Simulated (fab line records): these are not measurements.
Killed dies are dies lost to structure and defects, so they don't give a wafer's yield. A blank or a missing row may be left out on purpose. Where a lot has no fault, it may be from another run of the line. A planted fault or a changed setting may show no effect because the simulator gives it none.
Chamber matching -- flow n5-finfet -- N5_DUMMY_REMOVAL_STRIP_10 on rie-diel-05 has 4 sister chambers
The step strips in N2/H2, time 40 s. 16 wafers are shown with their chamber, then 8 later ones without.

## EACH WAFER AND ITS CHAMBER
wafer,chamber,showerhead-plenum-p-Torr (Torr),drypump-motor-current-A (A),throttle-valve-pct (%)
L075.1,0,3.29,5.1,12.31
L075.3,3,3.49,5.6,12.28
L075.4,1,3.41,5.8,11.98
L078.1,0,3.28,5.1,12.34
L078.3,2,3.43,5.9,11.98
L078.4,3,3.49,5.7,12.28
L081.4,1,3.41,5.8,12.00
L081.5,0,3.28,5.2,12.34
L081.6,3,3.48,5.7,12.29
L087.2,3,3.48,5.6,12.32
L087.5,0,3.27,5.2,12.37
L087.6,1,3.40,5.8,12.03
L088.1,1,3.40,5.8,12.05
L088.3,2,3.42,5.9,12.00
L088.5,1,3.40,5.8,12.03
L091.1,1,3.40,5.8,12.04

SIGNATURES (averages over the wafers above)
reading,chamber 0,chamber 1,chamber 2,chamber 3,scatter within a chamber
showerhead-plenum-p-Torr,3.2800,3.4033,3.4250,3.4850,0.00635
drypump-motor-current-A,5.150,5.800,5.900,5.650,0.0408
throttle-valve-pct,12.3400,12.0217,11.9900,12.2925,0.0234
Rule: for a wafer and a chamber, the distance is found by dividing, reading by reading, the gap between the wafer's reading and the chamber's mean by the reading's scatter, squaring, summing and taking the root. The wafer belongs to the nearest chamber; if the next one is less than 2 further off, it can't be placed. The scatter: take each reading less its chamber's mean, square it, sum over the shown wafers, divide by the number of wafers less the number of chambers, and take the root.

## WAFERS MISSING THEIR CHAMBER
wafer,showerhead-plenum-p-Torr (Torr),drypump-motor-current-A (A),throttle-valve-pct (%)
L091.5,3.27,5.2,12.41
L091.6,3.40,5.8,12.05
L094.2,3.27,5.2,12.42
L094.4,3.47,5.7,12.35
L094.6,3.40,5.8,12.08
L096.1,3.41,5.9,12.03
L096.5,3.47,5.7,12.36
L096.6,3.41,5.9,12.04

## WHICH CHAMBER EACH WENT THROUGH
wafer,from the rows above,in truth
L091.5,0,0
L091.6,1,1
L094.2,0,0
L094.4,3,3
L094.6,1,1
L096.1,can't be placed: 1 or 2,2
L096.5,3,3
L096.6,can't be placed: 1 or 2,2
6 of 8 placed correctly. From these rows, 2 cannot be placed; in 2 the true chamber is one of the candidates. Number placed wrongly: 0.
